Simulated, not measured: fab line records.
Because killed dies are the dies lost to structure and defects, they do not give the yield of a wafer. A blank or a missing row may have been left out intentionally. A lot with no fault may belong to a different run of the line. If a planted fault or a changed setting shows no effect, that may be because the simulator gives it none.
Which tool did it? | flow n5Finfet | 11 lots, 33 wafers sampled, at 4 steps of a route of 1938

== WHAT THE GAUGES SHOWED, per wafer ==
N5_BEOL_M2_CD_MEAS_28: target cd 26.2 nm, target cd y 24.1 nm. Usual: cdNm 26.23 nm, standard deviation 0.25.
lot  | measured     | on       | cdNm (nm)         | flag
L840 | day 6 21:33  | cdSem-02 | 25.95 26.03 25.94 | 
L843 | day 8 02:22  | cdSem-03 | 25.88 26.70 26.30 | 
L844 | day 8 05:19  | cdSem-02 | 26.35 26.53 26.37 | 
L845 | day 8 05:55  | cdSem-01 | 26.71 26.11 26.29 | 
L846 | day 8 09:31  | cdSem-03 | 26.95 27.40 27.74 | OFF
L847 | day 8 16:27  | cdSem-02 | 27.47 27.55 27.43 | OFF
L848 | day 8 19:32  | cdSem-01 | 26.11 26.01 25.63 | 
L852 | day 9 21:05  | cdSem-02 | 26.34 26.42 26.21 | 
L858 | day 11 12:13 | cdSem-02 | 26.56 26.23 26.21 | 
L860 | day 12 03:48 | cdSem-02 | 25.68 26.11 26.09 | 
L862 | day 12 12:29 | cdSem-03 | 26.36 25.78 26.37 | 

== WHAT TOOL EACH LOT RAN ON (gives the tool, then ch and the chambers of the sampled wafers, and finally the start) ==
lot  | N5_BEOL_M2_ETCH_63                | N5_BEOL_M2_ETCH_64                | N5_BEOL_M2_EXPOSE_25
L840 | rieDiel-01 ch 0,2,3, day 6 20:43  | rieDiel-01 ch 0,2,3, day 6 20:45  | euvScanner-01 ch 0, day 6 21:25
L843 | rieDiel-03 ch 1,3, day 8 01:33    | rieDiel-03 ch 1,3, day 8 01:35    | euvScanner-02 ch 0, day 8 02:14
L844 | rieDiel-01 ch 1,2,3, day 8 04:20  | rieDiel-01 ch 1,2,3, day 8 04:22  | euvScanner-01 ch 0, day 8 05:11
L845 | rieDiel-01 ch 2,3, day 8 05:09    | rieDiel-01 ch 2,3, day 8 05:11    | euvScanner-01 ch 0, day 8 05:47
L846 | rieDiel-03 ch 2,3, day 8 08:47    | rieDiel-03 ch 2,3, day 8 08:48    | euvScanner-01 ch 0, day 8 09:22
L847 | rieDiel-03 ch 0,1,3, day 8 15:38  | rieDiel-03 ch 0,1,3, day 8 15:40  | euvScanner-01 ch 0, day 8 16:19
L848 | rieDiel-03 ch 1,3, day 8 18:42    | rieDiel-03 ch 1,3, day 8 18:44    | euvScanner-02 ch 0, day 8 19:24
L852 | rieDiel-05 ch 1,2, day 9 20:15    | rieDiel-05 ch 1,2, day 9 20:17    | euvScanner-02 ch 0, day 9 20:56
L858 | rieDiel-03 ch 0,1, day 11 11:24   | rieDiel-03 ch 0,1, day 11 11:25   | euvScanner-02 ch 0, day 11 12:05
L860 | rieDiel-03 ch 1,2,3, day 12 02:37 | rieDiel-03 ch 1,2,3, day 12 02:39 | euvScanner-02 ch 0, day 12 03:39
L862 | rieDiel-03 ch 0,2, day 12 11:36   | rieDiel-03 ch 0,2, day 12 11:38   | euvScanner-02 ch 0, day 12 12:21
- N5_BEOL_M2_ETCH_63: etches SiARC in CF4, target depth 15.6 nm, time 26 s.
- N5_BEOL_M2_ETCH_64: etches SOC in N2/H2, target depth 75 nm, overetch 22.5 nm, time 121.9 s.
- N5_BEOL_M2_EXPOSE_25: exposes mask V1, defocus 5 nm.

== AS READ BY THE TOOLS THEMSELVES (means over the sampled wafers that have a number; for cases with no such wafer, the mark the record gives instead) ==
N5_BEOL_M2_ETCH_63. Usual: drypumpMotorCurrentA 5.6 A, standard deviation 0.36; etchRfOnTimeS 26.2 s, standard deviation 0.74; oesProductAu 0.66 a.u., standard deviation 0.069; rfVppV 184.2 V, standard deviation 0.99; showerheadPlenumPTorr 2.15 Torr, standard deviation 0.062; throttleValvePct 15.57 %, standard deviation 0.26.
lot  | tool       | drypumpMotorCurrentA (A) | etchRfOnTimeS (s) | oesProductAu (a.u.) | rfVppV (V) | showerheadPlenumPTorr (Torr) | throttleValvePct (%) | flag
L840 | rieDiel-01 | 5.7                      | 25.8              | 0.68                | 184.2      | 2.12                         | 15.79                | 
L843 | rieDiel-03 | 5.6                      | 25.4              | 0.70                | 183.0      | 2.10                         | 15.26                | 
L844 | rieDiel-01 | 5.7                      | 25.8              | 0.60                | 183.5      | 2.12                         | 15.82                | 
L845 | rieDiel-01 | 5.7                      | 25.3              | 0.60                | 183.9      | 2.11                         | 16.04                | 
L846 | rieDiel-03 | 5.2                      | 25.8              | 0.66                | 183.9      | 2.11                         | 15.42                | 
L847 | rieDiel-03 | 5.7                      | 25.9              | 0.68                | 184.5      | 2.15                         | 15.39                | 
L848 | rieDiel-03 | 5.7                      | 25.6              | 0.70                | 183.2      | 2.09                         | 15.27                | 
L852 | rieDiel-05 | 5.5                      | 26.9              | 0.61                | 184.9      | 2.20                         | 15.75                | 
L858 | rieDiel-03 | 5.7                      | 26.6              | 0.67                | 184.5      | 2.17                         | 15.48                | 
L860 | rieDiel-03 | 5.5                      | 26.3              | 0.65                | 183.2      | 2.11                         | 15.42                | 
L862 | rieDiel-03 | 5.6                      | 27.0              | 0.61                | 184.9      | 2.19                         | 15.60                | 

N5_BEOL_M2_ETCH_64. Usual: drypumpMotorCurrentA 5.6 A, standard deviation 0.36; oesProductAu 0.59 a.u., standard deviation 0.057; rfVppV 524.3 V, standard deviation 2.3; showerheadPlenumPTorr 2.56 Torr, standard deviation 0.069; throttleValvePct 17.78 %, standard deviation 0.28.
lot  | tool       | drypumpMotorCurrentA (A) | oesProductAu (a.u.) | rfVppV (V) | showerheadPlenumPTorr (Torr) | throttleValvePct (%) | flag
L840 | rieDiel-01 | 5.7                      | 0.60                | 522.3      | 2.52                         | 18.05                | 
L843 | rieDiel-03 | 5.7                      | 0.62                | 522.9      | 2.51                         | 17.56                | 
L844 | rieDiel-01 | 5.7                      | 0.53                | 522.9      | 2.51                         | 17.96                | 
L845 | rieDiel-01 | 5.7                      | 0.53                | 523.0      | 2.50                         | 18.24                | 
L846 | rieDiel-03 | 5.2                      | 0.58                | 523.1      | 2.52                         | 17.65                | 
L847 | rieDiel-03 | 5.7                      | 0.61                | 523.7      | 2.56                         | 17.62                | 
L848 | rieDiel-03 | 5.7                      | 0.62                | 522.1      | 2.50                         | 17.57                | 
L852 | rieDiel-05 | 5.5                      | 0.56                | 525.7      | 2.61                         | 17.90                | 
L858 | rieDiel-03 | 5.8                      | 0.60                | 523.8      | 2.59                         | 17.73                | 
L860 | rieDiel-03 | 5.4                      | 0.58                | 522.8      | 2.52                         | 17.71                | 
L862 | rieDiel-03 | 5.6                      | 0.55                | 525.6      | 2.59                         | 17.73                | 

N5_BEOL_M2_EXPOSE_25. Usual: exposureDoseMJCm2 62.96, standard deviation 0.08.
lot  | tool          | exposureDoseMJCm2 | flag
L840 | euvScanner-01 | 62.98             | 
L843 | euvScanner-02 | 62.97             | 
L844 | euvScanner-01 | 62.98             | 
L845 | euvScanner-01 | 62.99             | 
L846 | euvScanner-01 | 68.68             | OFF
L847 | euvScanner-01 | 67.53             | OFF
L848 | euvScanner-02 | 62.92             | 
L852 | euvScanner-02 | 62.88             | 
L858 | euvScanner-02 | 62.83             | 
L860 | euvScanner-02 | 62.95             | 
L862 | euvScanner-02 | 62.93             | 

== THE ANSWER, worked out from the rows above alone ==
Rule: take the mean of a lot's wafers that have a number; if it is more than 3 standard deviations from the usual mean, the lot is off. A lot without any number at a reading at which 4 lots or more have one is off too. Any other lot the step has rows for is counted as sound. The gauges are gone through in route order, then the tools' own readings, and for those a lot's mean is taken as printed above. At the first step where some lot is off, the reading lying furthest off is the one used; lots without a number count as furthest.
Off: L846, L847 (N5_BEOL_M2_CD_MEAS_28, cdNm).
A tool fits if, at a process step before that reading, it ran every lot that is off, and no sound lot after the first of them. The gauges at N5_BEOL_M2_CD_MEAS_28 aren't tried: what is off there is off at N5_BEOL_M2_EXPOSE_25 too, on other tools, and a gauge's error can't cause that. One fits: N5_BEOL_M2_EXPOSE_25 on euvScanner-01. Its last sound lot is L845 (day 8 05:47), its first lot that is off L846 (day 8 09:22): a fault that began between those two fits.
The tool's own readings at N5_BEOL_M2_EXPOSE_25 bear it out: on the lots that are off they differ by more than 5 times the standard deviation of the sound lots' means. exposureDoseMJCm2 reads 68.11 there against 62.94 on the sound lots.

== WHAT THE SIMULATOR PUT IN ==
Process parameter drift: euvScanner-01, from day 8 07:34 on, at N5_BEOL_M2_EXPOSE_25. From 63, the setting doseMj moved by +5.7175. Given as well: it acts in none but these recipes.
Lots struck among those shown: L846, L847. The same result came from the rule above.
